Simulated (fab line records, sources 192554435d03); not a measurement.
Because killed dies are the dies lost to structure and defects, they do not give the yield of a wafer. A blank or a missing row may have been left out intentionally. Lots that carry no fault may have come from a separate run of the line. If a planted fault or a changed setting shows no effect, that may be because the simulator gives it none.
fab line records | flow n5Finfet | part 2 of 2: steps 23 to 29 of 29
record lots=5 | wafers=15 | lastDay=17
route steps=1938 shown BEOL_M1@817 BEOL_M2@841
lots that met no fault: from a run of the same line without faults
startH: the number of hours between the record's first day and the start of the first shown wafer of the lot | waitH: how many hours have passed since the lot's step before this one | " unchanged from the row above | L1.1+2: several wafers, shown together as one row | - no value present, or no start provided | * or withheld: withheld | < > ~ a bound
route shown NAME@n: names a module that has steps shown in the file, with the first one's number in the route | usual: mean/standard deviation of fault-free wafers | same: alike in all rows | chamber/n: place in a boat | sites: per-site readings | _std_site: standard deviation of those values | _edge_site: mean of outer sites minus mean of inner sites | radiusMm: how far each site lies from the wafer's centre | mask NAME#n: copy n | behind: the most recent tool/chamber to have shaped the wafer | hold: cause of the lot's hold/its duration in hours/its outcome | device: which transistor (n, p or np) failed to switch | end of line: the same wafers' tests at the end of the route | a step without rows: its recipe alone | killed: not the wafer's yield, but the dies lost to structure and defects at the first sort | map: per-die view of a wafer (x killed, . not killed, _ where there is no die)
set.NAME: the run value of the setting; set.NAME@STEP: its run value at that earlier step | model.NAME: the simulator's own value behind a step, which no gauge read
a table for each step, a row for each wafer; lots at some steps of the route
services: a tool's chamber out of use, with start hour (startH, from the record's first day; less than 0 if before it), hours out, and reason
## steps
# step N5_BEOL_M1_RS_MEAS_58
# recipe thkMeasGauge=four-point-probe | reads=Co_of_BEOL_M1_CO_CAP_55+Cu_of_BEOL_M1_ECD_50+Co_of_BEOL_M1_CVD_47+TaN_of_BEOL_M1_ALD_84
# usual M1_RS=0.668/0.029
lot.wafer | tool         | chamber | startH | waitH | M1_RS[ohm/sq]
L076.2    | filmMetro-02 | -       | 157.46 | 0.1   | 0.659
L076.3    | "            | -       | "      | "     | 0.681
L076.6    | "            | -       | "      | "     | 0.679
L081.1    | filmMetro-01 | -       | 191.18 | 0.0   | 0.727
L081.3    | "            | -       | "      | "     | 0.681
L081.6    | "            | -       | "      | "     | 0.707
L083.2    | filmMetro-02 | -       | 199.88 | 0.1   | 0.702
L083.4    | "            | -       | "      | "     | 0.677
L083.6    | "            | -       | "      | "     | 0.673
L094.1    | filmMetro-02 | -       | 256.92 | 0.0   | 0.698
L094.4    | "            | -       | "      | "     | 0.702
L094.6    | "            | -       | "      | "     | 0.702
L095.1    | filmMetro-02 | -       | 268.89 | 0.0   | 0.709
L095.3    | "            | -       | "      | "     | 0.679
L095.5    | "            | -       | "      | "     | 0.668
# step N5_BEOL_M1_INSPECT_59
# recipe inspectInstrument=darkfield | mode=postDep
# usual rawDefectCount=71/22
lot.wafer | tool             | chamber | startH | waitH | rawDefectCount
L076.2    | defectInspect-01 | -       | 157.48 | 0.0   | 74
L076.3    | "                | -       | "      | "     | 71
L076.6    | "                | -       | "      | "     | 47
L081.1    | defectInspect-01 | -       | 191.20 | 0.0   | 72
L081.3    | "                | -       | "      | "     | 49
L081.6    | "                | -       | "      | "     | 66
L083.2    | defectInspect-02 | -       | 199.90 | 0.0   | 117
L083.4    | "                | -       | "      | "     | 59
L083.6    | "                | -       | "      | "     | 98
L094.1    | defectInspect-01 | -       | 256.95 | 0.0   | 69
L094.4    | "                | -       | "      | "     | 150
L094.6    | "                | -       | "      | "     | 80
L095.1    | defectInspect-01 | -       | 268.92 | 0.0   | 114
L095.3    | "                | -       | "      | "     | 68
L095.5    | "                | -       | "      | "     | 71
# step N5_BEOL_M2_ILD_DEP_00
# recipe material=SiOC | targetThkA=790 | tempC=350 | precursor=DEMS/O2 | pressureTorr=5 | rfW=500 | timeS=15.3
# usual chamberPressureTorr=5.000/0.011 | heaterPowerOuterW=227/36 | heaterPowerW=416/60 | showerheadPlenumPTorr=5.695/0.014 | showerheadVppV=1391/38 | throttleValvePct=12.0/0.57
lot.wafer | tool     | chamber | startH | waitH | chamberPressureTorr | heaterPowerOuterW | heaterPowerW | showerheadPlenumPTorr | showerheadVppV | throttleValvePct
L076.2    | pecvd-02 | 1       | 157.52 | 0.0   | 5.004               | 228               | 461          | 5.722                 | 1443           | 12.1
L076.3    | "        | 2       | "      | "     | 5.010               | 215               | 410          | 5.705                 | 1394           | 10.6
L076.6    | "        | 1       | "      | "     | 4.996               | 224               | 458          | 5.694                 | 1417           | 12.3
L081.1    | pecvd-02 | 0       | 191.24 | 0.0   | 4.987               | 177               | 380          | 5.673                 | 1388           | 12.6
L081.3    | "        | 1       | "      | "     | 4.964               | 263               | 508          | 5.708                 | 1420           | 12.3
L081.6    | "        | 2       | "      | "     | 4.991               | 228               | 424          | 5.698                 | 1348           | 10.9
L083.2    | pecvd-01 | 1       | 199.94 | 0.0   | 4.991               | 212               | 359          | 5.689                 | 1418           | 12.1
L083.4    | "        | 2       | "      | "     | 5.010               | 210               | 362          | 5.724                 | 1349           | 11.5
L083.6    | "        | 0       | "      | "     | 5.002               | 176               | 343          | 5.670                 | 1417           | 12.0
L094.1    | pecvd-02 | 1       | 256.98 | 0.0   | 5.002               | 245               | 482          | 5.707                 | 1424           | 12.4
L094.4    | "        | 1       | "      | "     | 5.005               | 250               | 491          | 5.689                 | 1420           | 12.5
L094.6    | "        | 0       | "      | "     | 4.989               | 210               | 424          | 5.656                 | 1401           | 12.8
L095.1    | pecvd-02 | 1       | 268.95 | 0.0   | 5.005               | 276               | 513          | 5.696                 | 1425           | 12.4
L095.3    | "        | 2       | "      | "     | 5.001               | 264               | 473          | 5.704                 | 1361           | 10.7
L095.5    | "        | 1       | "      | "     | 5.017               | 271               | 517          | 5.698                 | 1438           | 12.3
# step N5_BEOL_M2_THK_MEAS_01
# recipe reads=SiOC_of_BEOL_M2_ILD_DEP_00
# usual M2_ILD_THK=78.9/1
lot.wafer | tool         | chamber | startH | waitH | M2_ILD_THK[nm]
L076.2    | filmMetro-02 | -       | 157.59 | 0.1   | 77.3
L076.3    | "            | -       | "      | "     | 78.1
L076.6    | "            | -       | "      | "     | 80.3
L081.1    | filmMetro-01 | -       | 191.31 | 0.0   | 79.2
L081.3    | "            | -       | "      | "     | 79.0
L081.6    | "            | -       | "      | "     | 80.0
L083.2    | filmMetro-02 | -       | 200.01 | 0.1   | 77.5
L083.4    | "            | -       | "      | "     | 80.2
L083.6    | "            | -       | "      | "     | 79.3
L094.1    | filmMetro-01 | -       | 257.05 | 0.0   | 78.3
L094.4    | "            | -       | "      | "     | 79.7
L094.6    | "            | -       | "      | "     | 80.6
L095.1    | filmMetro-02 | -       | 269.02 | 0.0   | 78.4
L095.3    | "            | -       | "      | "     | 78.4
L095.5    | "            | -       | "      | "     | 79.0
# step N5_BEOL_M2_PECVD_72
# recipe material=SiO2 | targetThkA=160 | tempC=400 | precursor=TEOS/O2 | pressureTorr=5.5 | rfW=450 | teosFlowSccm=53.8 | gas=O2 | flowSccm=3000 | timeS=18
# usual chamberPressureTorr=5.499/0.013 | heaterPowerOuterW=389/46 | heaterPowerW=649/71 | showerheadPlenumPTorr=8.77/0.061 | showerheadVppV=1315/36 | throttleValvePct=22.4/1.1
lot.wafer | tool     | chamber | startH | waitH | chamberPressureTorr | heaterPowerOuterW | heaterPowerW | showerheadPlenumPTorr | showerheadVppV | throttleValvePct
L076.2    | pecvd-01 | 2       | 157.63 | 0.0   | 5.497               | 344               | 569          | 8.83                  | 1288           | 22.1
L076.3    | "        | 0       | "      | "     | 5.496               | 372               | 623          | 8.79                  | 1395           | 22.1
L076.6    | "        | 0       | "      | "     | 5.506               | 365               | 628          | 8.79                  | 1376           | 22.4
L081.1    | pecvd-04 | 2       | 191.34 | 0.0   | 5.515               | 379               | 659          | 8.79                  | 1334           | 24.0
L081.3    | "        | 0       | "      | "     | 5.492               | 454               | 740          | 8.75                  | 1248           | 21.7
L081.6    | "        | 1       | "      | "     | 5.518               | 455               | 652          | 8.75                  | 1336           | 23.9
L083.2    | pecvd-04 | 2       | 200.04 | 0.0   | 5.496               | 377               | 649          | 8.80                  | 1312           | 24.3
L083.4    | "        | 1       | "      | "     | 5.474               | 398               | 594          | 8.74                  | 1320           | 23.6
L083.6    | "        | 0       | "      | "     | 5.507               | 471               | 771          | 8.76                  | 1266           | 21.8
L094.1    | pecvd-01 | 0       | 257.09 | 0.0   | 5.501               | 338               | 569          | 8.83                  | 1363           | 22.6
L094.4    | "        | 1       | "      | "     | 5.506               | 380               | 590          | 8.78                  | 1336           | 22.6
L094.6    | "        | 2       | "      | "     | 5.490               | 339               | 539          | 8.83                  | 1293           | 22.1
L095.1    | pecvd-02 | 2       | 269.06 | 0.0   | 5.487               | 404               | 666          | 8.79                  | 1284           | 20.5
L095.3    | "        | 0       | "      | "     | 5.526               | 323               | 588          | 8.65                  | 1332           | 23.4
L095.5    | "        | 2       | "      | "     | 5.500               | 412               | 681          | 8.81                  | 1308           | 20.4
# step N5_BEOL_M2_HM_DEP_02
# recipe material=TiN | targetThkA=200 | tempC=25 | chamberPressurePa=0.49996
# usual chamberPressurePa=0.4999/0.001 | throttleValvePct=29.6/1
lot.wafer | tool          | chamber | startH | waitH | chamberPressurePa | throttleValvePct
L076.2    | pvdSputter-02 | -       | 158.35 | 0.7   | 0.4991            | 29.8
L076.3    | "             | -       | "      | "     | 0.5010            | 28.1
L076.6    | "             | -       | "      | "     | 0.5000            | 29.0
L081.1    | pvdSputter-03 | -       | 191.42 | 0.1   | 0.5004            | 27.8
L081.3    | "             | -       | "      | "     | 0.4996            | 30.0
L081.6    | "             | -       | "      | "     | 0.5001            | 31.4
L083.2    | pvdSputter-01 | -       | 200.49 | 0.4   | 0.5012            | 30.8
L083.4    | "             | -       | "      | "     | 0.4998            | 30.8
L083.6    | "             | -       | "      | "     | 0.4983            | 30.9
L094.1    | pvdSputter-02 | -       | 258.62 | 1.5   | 0.5007            | 28.6
L094.4    | "             | -       | "      | "     | 0.5000            | 29.9
L094.6    | "             | -       | "      | "     | 0.4991            | 28.0
L095.1    | pvdSputter-03 | -       | 270.30 | 1.2   | 0.4994            | 31.6
L095.3    | "             | -       | "      | "     | 0.5004            | 28.0
L095.5    | "             | -       | "      | "     | 0.4994            | 30.0
# step N5_BEOL_M2_COAT_61
# recipe resist=SOC | tempC=250 | timeS=60 | spinRpm=1500 | resistThkNm=60
# usual spinSpeedRpm=1500.1/1.2
lot.wafer | tool          | chamber | startH | waitH | spinSpeedRpm
L076.2    | lithoTrack-02 | 0       | 158.48 | 0.1   | 1499.2
L076.3    | "             | 0       | "      | "     | 1499.8
L076.6    | "             | 0       | "      | "     | 1500.0
L081.1    | lithoTrack-03 | 0       | 191.55 | 0.1   | 1502.0
L081.3    | "             | 0       | "      | "     | 1499.0
L081.6    | "             | 0       | "      | "     | 1503.1
L083.2    | lithoTrack-03 | 0       | 200.61 | 0.1   | 1502.2
L083.4    | "             | 0       | "      | "     | 1501.9
L083.6    | "             | 0       | "      | "     | 1499.0
L094.1    | lithoTrack-02 | 0       | 258.75 | 0.1   | 1498.9
L094.4    | "             | 0       | "      | "     | 1500.8
L094.6    | "             | 0       | "      | "     | 1500.9
L095.1    | lithoTrack-03 | 0       | 270.43 | 0.1   | 1501.3
L095.3    | "             | 0       | "      | "     | 1498.1
L095.5    | "             | 0       | "      | "     | 1499.2
## services
tool     | chamber | startH | hours | kind
pecvd-02 | 1       | 133.74 | 5.5   | scheduledDown
pecvd-04 | -       | 140.80 | 0.6   | repair
cmp-02   | -       | 142.18 | 7.5   | pm
cmp-02   | -       | 153.77 | 4.0   | pm
pecvd-01 | 1       | 157.75 | 2.1   | scheduledDown
cmp-04   | -       | 166.09 | 6.3   | pm
cmp-03   | -       | 166.54 | 26.7  | pm
pecvd-03 | 2       | 166.60 | 19.3  | repair
pecvd-01 | -       | 168.36 | 5.5   | pm
pecvd-04 | -       | 172.05 | 0.9   | repair
cmp-04   | -       | 174.50 | 1.8   | repair
ecdCu-01 | -       | 185.23 | 4.9   | pm
ecdCu-02 | -       | 190.03 | 0.5   | repair
cmp-04   | -       | 212.57 | 4.0   | pm
ecdCu-02 | -       | 213.28 | 3.4   | pm
cvdCo-01 | -       | 226.69 | 1.1   | repair
pecvd-01 | 0       | 233.76 | 9.1   | repair
pecvd-02 | 1       | 242.54 | 2.1   | repair
ecdCu-01 | -       | 244.80 | 1.7   | repair
cmp-04   | -       | 253.81 | 6.2   | pm
cmp-03   | -       | 263.69 | 4.0   | pm
pecvd-03 | -       | 263.84 | 1.6   | repair
pecvd-02 | -       | 266.62 | 1.8   | repair
cmp-03   | -       | 269.16 | 8.9   | pm
